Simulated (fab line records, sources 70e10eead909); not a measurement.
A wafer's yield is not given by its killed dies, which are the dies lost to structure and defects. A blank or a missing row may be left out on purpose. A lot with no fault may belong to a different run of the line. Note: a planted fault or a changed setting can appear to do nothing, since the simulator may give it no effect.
fab line records -- flow nand_harc -- part 2 of 2: steps 5 to 6 of 6
record lots=23, wafers=69, last_day=33
route steps=1302 shown A_CHANNEL_HOLE_D2@588 A_CHANNEL_FILL_D2@627 A_STAIRCASE@651
lots that met no fault: from a run of the same line without faults
start_h: start of the lot's first displayed wafer, in hours after the record's first day -- wait_h: hours from the lot's prior step to this one -- " unchanged from the row above -- L1.1+2: a single row standing in for several wafers -- - either no value or no given start -- * or withheld: withheld -- < > ~ a bound
route shown NAME@n: names a module that has steps shown in the file, with the first one's number in the route -- usual: mean/standard deviation of fault-free wafers -- same: alike in all rows -- chamber/n: place in a boat -- sites: each site's reading -- _std_site: the standard deviation of these -- _edge_site: outer sites' mean less inner sites' -- radius_mm: how far each site lies from the wafer's centre -- mask NAME#n: copy n -- behind: the tool/chamber that last shaped the wafer -- hold: why the lot went on hold/how many hours it stayed there/how the hold came to an end -- device: which transistor (n, p or np) failed to switch -- end of line: the route-end tests of the same wafers -- a step given without rows: its recipe and nothing more -- killed: dies lost to structure and defects at the first sort, not the wafer's yield -- map: shows each die of a wafer: x if killed, . if not, _ if none is there
set.NAME: setting as actually run; set.NAME@STEP: the setting as run at that earlier step -- model.NAME: the simulator's own value behind a step, which no gauge read
steps of the route over a sample of lots; a table a step, a row a wafer
services: a tool's chamber out of use, with start hour (start_h, from the record's first day; less than 0 if before it), hours out, and reason
## steps
# step NHARC_A_STAIRCASE_ETCH_169
# recipe target_depth_a=500, time_s=107.1, ion_energy_ev=120, ch3f_flow_sccm=50, o2_flow_sccm=30, ar_flow_sccm=200, rf_w=500, bias_w=100, chemistry=CH3F/O2
# usual drypump_motor_current_A=5.9/0.48, oes_product_au=0.961/0.016, rf_vpp_V=243.4/1.4, showerhead_plenum_p_Torr=2.39/0.096, throttle_valve_pct=20.663/0.0091
lot.wafer,tool,chamber,start_h,wait_h,drypump_motor_current_A,oes_product_au,rf_hours_counter_h,rf_vpp_V,showerhead_plenum_p_Torr,throttle_valve_pct
L075.1,rie_diel-04,0,356.77,0.1,6.6,0.943,51,245.2,2.50,20.672
L075.5,rie_diel-04,0,356.77,0.1,6.6,0.945,-,243.9,2.50,20.665
L075.6,rie_diel-04,1,356.77,0.1,5.7,0.928,-,245.3,2.48,20.666
L076.3,rie_diel-05,0,368.25,0.1,6.7,0.973,38,243.1,2.32,20.667
L076.4,rie_diel-05,1,368.25,0.1,5.3,0.975,37,242.6,2.36,20.665
L076.2,rie_diel-05,2,368.25,0.1,6.2,0.966,39,245.8,2.50,20.661
L078.1,rie_diel-05,2,384.07,0.1,6.2,0.960,43,244.4,2.50,20.668
L078.3,rie_diel-05,3,384.07,0.1,5.8,0.953,41,243.1,2.32,20.647
L078.5,rie_diel-05,2,384.07,0.1,6.2,0.956,-,245.5,2.50,20.663
L077.2,rie_diel-04,3,384.26,0.1,5.6,0.944,6,241.3,2.30,20.656
L077.6,rie_diel-04,2,384.26,0.1,5.5,0.969,-,242.1,2.41,20.670
L077.5,rie_diel-04,3,384.26,0.1,5.6,0.949,-,242.8,2.30,20.649
L079.3,rie_diel-11,2,402.73,0.1,5.5,0.964,47,242.9,2.30,20.670
L079.5,rie_diel-11,2,402.73,0.1,5.5,0.953,-,241.9,2.30,20.665
L079.6,rie_diel-11,3,402.73,0.1,5.4,0.962,-,246.5,2.64,20.666
L080.4,rie_diel-04,0,420.40,0.1,6.6,0.964,20,243.1,2.50,20.656
L080.6,rie_diel-04,0,420.40,0.1,6.6,0.959,-,245.5,2.50,20.655
L080.5,rie_diel-04,1,420.40,0.1,5.7,0.977,-,245.2,2.47,20.667
L081.3,rie_diel-11,3,420.58,0.1,5.4,0.972,52,246.6,2.64,20.673
L081.1,rie_diel-11,0,420.58,0.1,6.3,0.968,57,244.6,2.42,20.656
L081.2,rie_diel-11,2,420.58,0.1,5.5,0.975,53,241.3,2.30,20.665
L082.4,rie_diel-11,3,428.20,0.1,5.3,0.977,54,245.4,2.64,20.653
L082.3,rie_diel-11,1,428.20,0.1,5.8,0.952,60,242.6,2.38,20.674
L082.5,rie_diel-11,0,428.20,0.1,6.3,0.981,-,243.7,2.42,20.666
L083.4,rie_diel-05,3,440.56,0.1,5.8,0.943,10,242.1,2.31,20.650
L083.1,rie_diel-05,2,440.56,0.1,6.2,0.949,10,245.6,2.50,20.663
L083.6,rie_diel-05,0,440.56,0.1,6.7,0.957,-,240.5,2.31,20.661
L084.3,rie_diel-04,3,448.84,0.1,5.6,0.961,29,241.7,2.29,20.656
L084.2,rie_diel-04,0,448.84,0.1,6.6,0.965,31,245.0,2.49,20.658
L084.6,rie_diel-04,2,448.84,0.1,5.6,0.981,-,244.1,2.40,20.664
L085.3,rie_diel-05,0,456.37,0.1,6.7,0.974,13,243.2,2.31,20.670
L085.4,rie_diel-05,1,456.37,0.1,5.3,0.964,10,244.5,2.35,20.669
L085.2,rie_diel-05,3,456.37,0.1,5.8,0.956,15,242.6,2.31,20.670
L087.4,rie_diel-11,1,463.39,0.1,5.8,0.978,6,243.2,2.38,20.688
L087.2,rie_diel-11,2,463.39,0.1,5.5,0.975,5,242.9,2.30,20.652
L087.5,rie_diel-11,1,463.39,0.1,5.8,0.975,-,243.4,2.38,20.666
L086.1,rie_diel-05,0,463.58,0.1,6.7,0.967,16,241.4,2.31,20.663
L086.4,rie_diel-05,3,463.58,0.1,5.8,0.937,17,242.4,2.31,20.669
L086.6,rie_diel-05,1,463.58,0.1,5.3,0.956,-,243.8,2.35,20.661
L089.3,rie_diel-04,2,512.90,0.1,5.6,0.944,45,243.3,2.39,20.657
L089.4,rie_diel-04,0,512.90,0.1,6.6,0.989,51,243.9,2.48,20.668
L089.5,rie_diel-04,2,512.90,0.1,5.5,0.951,-,242.9,2.39,20.668
L088.2,rie_diel-05,0,513.06,0.1,6.7,0.979,30,241.0,2.30,20.670
L088.3,rie_diel-05,3,513.06,0.1,5.7,0.981,32,242.6,2.31,20.662
L088.5,rie_diel-05,1,513.06,0.1,5.3,0.954,-,242.3,2.34,20.665
L091.1,rie_diel-11,0,521.94,0.1,6.3,0.949,25,244.1,2.41,20.676
L091.4,rie_diel-11,1,521.94,0.1,5.8,0.966,20,242.7,2.37,20.664
L091.3,rie_diel-11,3,521.94,0.1,5.4,0.964,26,246.7,2.63,20.674
L090.3,rie_diel-04,2,522.25,0.1,5.6,0.982,47,243.5,2.39,20.663
L090.1,rie_diel-04,0,522.25,0.1,6.6,0.976,54,244.4,2.48,20.645
L090.6,rie_diel-04,1,522.25,0.1,5.7,0.976,-,244.5,2.46,20.658
L092.2,rie_diel-05,1,540.48,0.1,5.3,0.952,36,242.2,2.34,20.658
L092.1,rie_diel-05,2,540.48,0.1,6.2,0.947,43,243.6,2.48,20.657
L092.5,rie_diel-05,2,540.48,0.1,6.2,0.937,-,243.9,2.48,20.677
L094.1,rie_diel-05,2,540.71,0.1,6.2,0.941,43,243.4,2.48,20.671
L094.4,rie_diel-05,3,540.71,0.1,5.7,0.928,40,243.0,2.30,20.670
L094.5,rie_diel-05,2,540.71,0.1,6.2,0.939,-,244.1,2.48,20.671
L093.3,rie_diel-05,2,546.82,0.1,6.2,0.988,48,244.6,2.48,20.670
L093.5,rie_diel-05,3,546.82,0.1,5.8,0.951,-,242.1,2.30,20.659
L093.6,rie_diel-05,0,546.82,0.1,6.7,0.962,-,241.9,2.30,20.669
L096.1,rie_diel-05,0,561.75,0.1,6.7,0.956,44,241.4,2.30,20.680
L096.6,rie_diel-05,2,561.75,0.1,6.2,0.985,-,244.5,2.48,20.666
L096.5,rie_diel-05,3,561.75,0.1,5.7,0.960,-,241.1,2.30,20.651
L095.2,rie_diel-04,1,561.94,0.1,5.7,0.966,6,244.3,2.46,20.669
L095.5,rie_diel-04,0,561.94,0.1,6.6,0.973,-,242.1,2.48,20.673
L095.6,rie_diel-04,1,561.94,0.1,5.7,0.953,-,244.5,2.46,20.651
L097.4,rie_diel-05,0,573.01,0.1,6.7,0.941,46,241.7,2.30,20.665
L097.1,rie_diel-05,3,573.01,0.1,5.7,0.932,50,242.3,2.30,20.657
L097.5,rie_diel-05,0,573.01,0.1,6.7,0.936,-,241.9,2.30,20.657
# step NHARC_A_STAIRCASE_STRIP_171
# recipe power_w=1500, temp_c=250, chemistry=O2
# usual drypump_motor_current_A=6.16/0.22, heater_power_w=329/28
lot.wafer,tool,chamber,start_h,wait_h,drypump_motor_current_A,heater_power_w,rf_hours_counter_h
L075.1,plasma_asher-01,1,357.00,-,6.15,308,1
L075.6,plasma_asher-01,1,357.00,-,6.14,312,-
L075.5,plasma_asher-01,0,357.00,-,5.88,304,-
L076.2,plasma_asher-01,0,368.53,-,5.88,301,4
L076.4,plasma_asher-01,1,368.53,-,6.17,303,-
L076.3,plasma_asher-01,0,368.53,-,5.87,299,-
L078.1,plasma_asher-01,1,384.36,-,6.16,320,7
L078.3,plasma_asher-01,1,384.36,-,6.19,305,-
L078.5,plasma_asher-01,0,384.36,-,5.88,305,-
L077.2,plasma_asher-01,0,384.59,-,5.84,301,7
L077.5,plasma_asher-01,0,384.59,-,5.86,304,-
L077.6,plasma_asher-01,1,384.59,-,6.16,313,-
L079.3,plasma_asher-01,1,403.11,-,6.16,318,-
L079.5,plasma_asher-01,0,403.11,-,5.87,305,-
L079.6,plasma_asher-01,1,403.11,-,6.17,309,-
L080.4,plasma_asher-01,1,420.72,-,6.18,305,-
L080.5,plasma_asher-01,1,420.72,-,6.16,313,-
L080.6,plasma_asher-01,0,420.72,-,5.86,296,-
L081.1,plasma_asher-02,1,420.81,-,6.44,370,35
L081.2,plasma_asher-02,0,420.81,-,6.29,361,35
L081.3,plasma_asher-02,0,420.81,-,6.30,356,-
L082.4,plasma_asher-02,0,428.52,-,6.29,367,-
L082.3,plasma_asher-02,1,428.52,-,6.46,376,-
L082.5,plasma_asher-02,1,428.52,-,6.51,369,-
L083.1,plasma_asher-01,0,440.80,-,5.86,295,18
L083.4,plasma_asher-01,1,440.80,-,6.18,320,-
L083.6,plasma_asher-01,0,440.80,-,5.87,307,-
L084.2,plasma_asher-01,1,449.07,-,6.17,310,20
L084.3,plasma_asher-01,1,449.07,-,6.21,316,-
L084.6,plasma_asher-01,0,449.07,-,5.86,299,-
L085.2,plasma_asher-01,0,456.87,-,5.86,296,22
L085.4,plasma_asher-01,1,456.87,-,6.17,314,-
L085.3,plasma_asher-01,0,456.87,-,5.87,305,-
L087.2,plasma_asher-01,0,463.67,-,5.85,303,23
L087.4,plasma_asher-01,1,463.67,-,6.15,310,-
L087.5,plasma_asher-01,1,463.67,-,6.17,301,-
L086.1,plasma_asher-01,1,463.90,-,6.15,306,23
L086.4,plasma_asher-01,0,463.90,-,5.86,308,-
L086.6,plasma_asher-01,1,463.90,-,6.19,313,-
L089.3,plasma_asher-02,0,513.21,-,6.32,378,-
L089.4,plasma_asher-02,1,513.21,-,6.42,369,-
L089.5,plasma_asher-02,0,513.21,-,6.32,365,-
L088.2,plasma_asher-01,1,513.34,-,6.19,314,31
L088.3,plasma_asher-01,1,513.34,-,6.17,320,-
L088.5,plasma_asher-01,1,513.34,-,6.17,314,-
L091.1,plasma_asher-02,0,522.18,-,6.29,367,16
L091.4,plasma_asher-02,0,522.18,-,6.28,367,-
L091.3,plasma_asher-02,1,522.18,-,6.45,369,-
L090.1,plasma_asher-02,1,522.47,-,6.47,364,17
L090.3,plasma_asher-02,1,522.47,-,6.42,358,-
L090.6,plasma_asher-02,1,522.47,-,6.45,370,-
L092.2,plasma_asher-02,0,540.77,-,6.32,369,23
L092.1,plasma_asher-02,1,540.77,-,6.46,358,23
L092.5,plasma_asher-02,0,540.77,-,6.31,367,-
L094.1,plasma_asher-01,1,540.93,-,6.16,302,2
L094.4,plasma_asher-01,1,540.93,-,6.16,302,-
L094.5,plasma_asher-01,1,540.93,-,6.17,312,-
L093.3,plasma_asher-01,0,547.14,-,5.87,322,-
L093.5,plasma_asher-01,0,547.14,-,5.89,320,-
L093.6,plasma_asher-01,1,547.14,-,6.16,308,-
L096.1,plasma_asher-01,0,561.96,-,5.87,320,7
L096.6,plasma_asher-01,0,561.96,-,5.89,327,-
L096.5,plasma_asher-01,1,561.96,-,6.18,324,-
L095.2,plasma_asher-02,0,562.21,-,6.29,362,28
L095.6,plasma_asher-02,1,562.21,-,6.47,367,-
L095.5,plasma_asher-02,0,562.21,-,6.29,367,-
L097.1,plasma_asher-02,0,574.29,-,6.31,359,31
L097.4,plasma_asher-02,0,574.29,-,6.32,362,-
L097.5,plasma_asher-02,0,574.29,-,6.30,358,-
## services
tool,chamber,start_h,hours,kind
rie_diel-03,-,281.30,9.0,pm
rie_diel-09,2,297.16,7.6,repair
rie_diel-09,-,320.10,9.0,pm
rie_diel-03,1,340.11,12.2,repair
plasma_asher-01,-,342.24,9.0,pm
rie_diel-03,2,351.00,1.5,repair
rie_diel-03,-,385.11,0.5,repair
rie_diel-02,2,388.67,6.1,repair
rie_diel-02,-,393.79,9.0,pm
rie_diel-09,-,395.16,1.1,repair
rie_diel-03,-,408.14,0.2,repair
rie_diel-03,3,408.38,2.0,repair
rie_diel-02,2,425.61,126.2,repair
rie_diel-03,1,438.43,4.4,repair
rie_diel-02,3,444.32,8.8,repair
rie_diel-03,1,456.82,1.9,repair
rie_diel-03,-,458.30,9.0,pm
rie_diel-09,-,497.10,9.0,pm
rie_diel-03,2,503.65,16.3,repair
rie_diel-02,0,516.20,3.8,repair
plasma_asher-01,-,519.24,9.0,pm
rie_diel-09,0,519.39,1.6,repair
rie_diel-02,-,570.79,9.0,pm
plasma_asher-01,-,572.15,6.2,repair
